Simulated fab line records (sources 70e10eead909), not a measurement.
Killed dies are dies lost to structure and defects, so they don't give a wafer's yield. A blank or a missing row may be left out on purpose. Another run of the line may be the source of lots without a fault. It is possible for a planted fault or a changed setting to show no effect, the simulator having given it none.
Matching of chambers / flow nand-harc / NHARC_A_BONDPAD_CMP_29 on cmp-03 has 4 sister chambers
The step polishes SiCN, target thk 200 nm. 4 wafers are shown with their chamber, then 7 later ones without.

== WAFERS WITH THEIR CHAMBER ==
wafer=L527.3; chamber=1; motor-current-A (A)=10.9
wafer=L527.5; chamber=0; motor-current-A (A)=12.0
wafer=L526.3; chamber=3; motor-current-A (A)=11.5
wafer=L526.4; chamber=2; motor-current-A (A)=13.1

== WAFERS MISSING THEIR CHAMBER ==
wafer=L526.6; motor-current-A (A)=11.2
wafer=L531.3; motor-current-A (A)=12.1
wafer=L531.4; motor-current-A (A)=12.2
wafer=L531.6; motor-current-A (A)=12.1
wafer=L544.4; motor-current-A (A)=11.3
wafer=L544.5; motor-current-A (A)=12.7
wafer=L544.6; motor-current-A (A)=12.2

== EACH ONE'S CHAMBER ==
wafer=L526.6; from the rows above=can't be placed: 1 or 3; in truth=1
wafer=L531.3; from the rows above=0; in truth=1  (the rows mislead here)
wafer=L531.4; from the rows above=0; in truth=0
wafer=L531.6; from the rows above=0; in truth=0
wafer=L544.4; from the rows above=can't be placed: 3 or 1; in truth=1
wafer=L544.5; from the rows above=can't be placed: 2 or 0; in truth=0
wafer=L544.6; from the rows above=0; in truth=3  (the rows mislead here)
2 of 7 placed correctly. Cannot be placed on the basis of these rows: 3; the candidates contain the true chamber in 3. Wrongly placed: 2.
How it was worked out, from the rows above alone: a wafer's distance from a chamber is the root of the sum, over the readings, of the square of ((its reading less the chamber's mean) divided by the reading's scatter). The wafer belongs to the nearest chamber; if the next one is less than 2 further off, it can't be placed. For every chamber, the mean is computed from those of its wafers that are shown. The scatter: with one shown wafer a chamber, the root of the mean of the squares of how far each hidden wafer lies from its nearest shown one.
